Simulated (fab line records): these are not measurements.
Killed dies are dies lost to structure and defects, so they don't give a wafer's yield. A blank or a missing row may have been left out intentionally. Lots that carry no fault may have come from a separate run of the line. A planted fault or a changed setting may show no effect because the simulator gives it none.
Which of the tools did it? / flow n5_finfet / route of 1938 steps, sampled at 1 step: 13 lots, 36 wafers

WHAT THE GAUGES SHOWED, per wafer
N5_BEOL_M8_OCD_MEAS_38. Usual: 93.1 nm for trench_depth_nm, sd 2.1.
lot=L652; measured=day 9 05:58; on=ocd-02; trench_depth_nm (nm)=95.6 92.3 95.2; flag=
lot=L656; measured=day 10 09:57; on=ocd-02; trench_depth_nm (nm)=92.6 94.8 91.4; flag=
lot=L657; measured=day 10 19:10; on=ocd-02; trench_depth_nm (nm)=93.1 93.0 96.2; flag=
lot=L661; measured=day 11 12:20; on=ocd-01; trench_depth_nm (nm)=91.1 92.1 91.4; flag=
lot=L659; measured=day 11 12:44; on=ocd-02; trench_depth_nm (nm)=95.1 91.3 94.3; flag=
lot=L663; measured=day 12 02:14; on=ocd-01; trench_depth_nm (nm)=91.3 95.5 95.4; flag=
lot=L662; measured=day 12 02:40; on=ocd-02; trench_depth_nm (nm)=98.8 95.9; flag=
lot=L664; measured=day 12 16:37; on=ocd-01; trench_depth_nm (nm)=94.4 92.6; flag=
lot=L668; measured=day 13 10:52; on=ocd-02; trench_depth_nm (nm)=96.4 98.9; flag=
lot=L670; measured=day 13 11:31; on=ocd-01; trench_depth_nm (nm)=94.8 95.7 90.9; flag=
lot=L673; measured=day 14 11:37; on=ocd-02; trench_depth_nm (nm)=93.3 94.9 94.6; flag=
lot=L671; measured=day 14 12:02; on=ocd-02; trench_depth_nm (nm)=95.3 93.2 94.4; flag=
lot=L674; measured=day 15 06:55; on=ocd-01; trench_depth_nm (nm)=92.5 95.7 91.6; flag=

TOOL THAT RAN EACH LOT (tool first, then ch and the chambers of the sampled wafers, then the start)
Before these readings, the record contains no process step.

WHAT THE TOOLS THEMSELVES READ (means of the sampled wafers that have a number; where no wafer has one, the mark that the record gives instead)
The record holds no such reading with a usual standard deviation.

THE ANSWER, worked out from the rows above alone
Rule: a lot is off if the mean of its wafers that have a number lies more than 3 standard deviations from the usual mean. Also off: a lot with no number at a reading for which 4 or more lots have one. Where the step has rows for the other lots, those lots are counted as sound. After the gauges, taken in route order, come the tools' own readings; for these a lot's mean is taken, as printed above. At the first step where some lot is off, the reading lying furthest off is the one used; lots without a number count as furthest.
Nothing can be told from this: no lot is off at any reading shown.

WHAT THE SIMULATOR HAD PUT IN
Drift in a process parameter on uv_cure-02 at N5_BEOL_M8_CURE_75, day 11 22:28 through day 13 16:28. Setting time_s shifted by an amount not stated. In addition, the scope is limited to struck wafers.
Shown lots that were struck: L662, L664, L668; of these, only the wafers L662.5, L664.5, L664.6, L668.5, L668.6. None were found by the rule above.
